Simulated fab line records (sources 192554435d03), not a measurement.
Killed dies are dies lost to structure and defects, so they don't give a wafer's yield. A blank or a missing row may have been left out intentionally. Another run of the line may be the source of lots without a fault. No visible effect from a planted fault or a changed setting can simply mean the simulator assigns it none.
Chamber matching :: flow n5Finfet :: rieDiel-05 running N5_DUMMY_GATE_STRIP_41: 4 sister chambers
The step strips in O2. 8 wafers are shown with their chamber, then 7 later ones without.

WAFERS WITH THEIR CHAMBER
wafer: L080.1
chamber: 3
drypumpMotorCurrentA (A): 6.1
showerheadPlenumPTorr (Torr): 2.12

wafer: L083.6
chamber: 1
drypumpMotorCurrentA (A): 6.5
showerheadPlenumPTorr (Torr): 2.07

wafer: L084.3
chamber: 3
drypumpMotorCurrentA (A): 6.1
showerheadPlenumPTorr (Torr): 2.12

wafer: L084.6
chamber: 1
drypumpMotorCurrentA (A): 6.5
showerheadPlenumPTorr (Torr): 2.06

wafer: L085.1
chamber: 0
drypumpMotorCurrentA (A): 5.6
showerheadPlenumPTorr (Torr): 2.09

wafer: L085.6
chamber: 2
drypumpMotorCurrentA (A): 4.8
showerheadPlenumPTorr (Torr): 2.14

wafer: L088.1
chamber: 2
drypumpMotorCurrentA (A): 4.9
showerheadPlenumPTorr (Torr): 2.14

wafer: L088.2
chamber: 0
drypumpMotorCurrentA (A): 5.6
showerheadPlenumPTorr (Torr): 2.09

WAFERS WITHOUT THEIR CHAMBER
wafer: L088.5
drypumpMotorCurrentA (A): 6.1
showerheadPlenumPTorr (Torr): 2.12

wafer: L093.1
drypumpMotorCurrentA (A): 6.1
showerheadPlenumPTorr (Torr): 2.12

wafer: L093.4
drypumpMotorCurrentA (A): 6.1
showerheadPlenumPTorr (Torr): 2.12

wafer: L093.5
drypumpMotorCurrentA (A): 4.9
showerheadPlenumPTorr (Torr): 2.13

wafer: L097.1
drypumpMotorCurrentA (A): 4.9
showerheadPlenumPTorr (Torr): 2.13

wafer: L097.2
drypumpMotorCurrentA (A): 5.6
showerheadPlenumPTorr (Torr): 2.09

wafer: L097.3
drypumpMotorCurrentA (A): 6.5
showerheadPlenumPTorr (Torr): 2.06

THE CHAMBER EACH PASSED THROUGH
wafer: L088.5
from the rows above: 3
in truth: 3

wafer: L093.1
from the rows above: 3
in truth: 3

wafer: L093.4
from the rows above: 3
in truth: 3

wafer: L093.5
from the rows above: 2
in truth: 2

wafer: L097.1
from the rows above: 2
in truth: 2

wafer: L097.2
from the rows above: 0
in truth: 0

wafer: L097.3
from the rows above: 1
in truth: 1
Correct placement for 7 of the 7. Not placeable from these rows: 0. Wrongly placed: 0.
How it was worked out, from the rows above alone: a wafer's distance from a chamber is the root of the sum, over the readings, of the square of ((its reading less the chamber's mean) divided by the reading's scatter). The wafer belongs to the nearest chamber; if the next one is less than 2 further off, it can't be placed. The mean given for a chamber averages the wafers shown for that chamber. The scatter: the root of (the sum of the squares of (reading less its chamber's mean) over the shown wafers, divided by (wafers less chambers)).
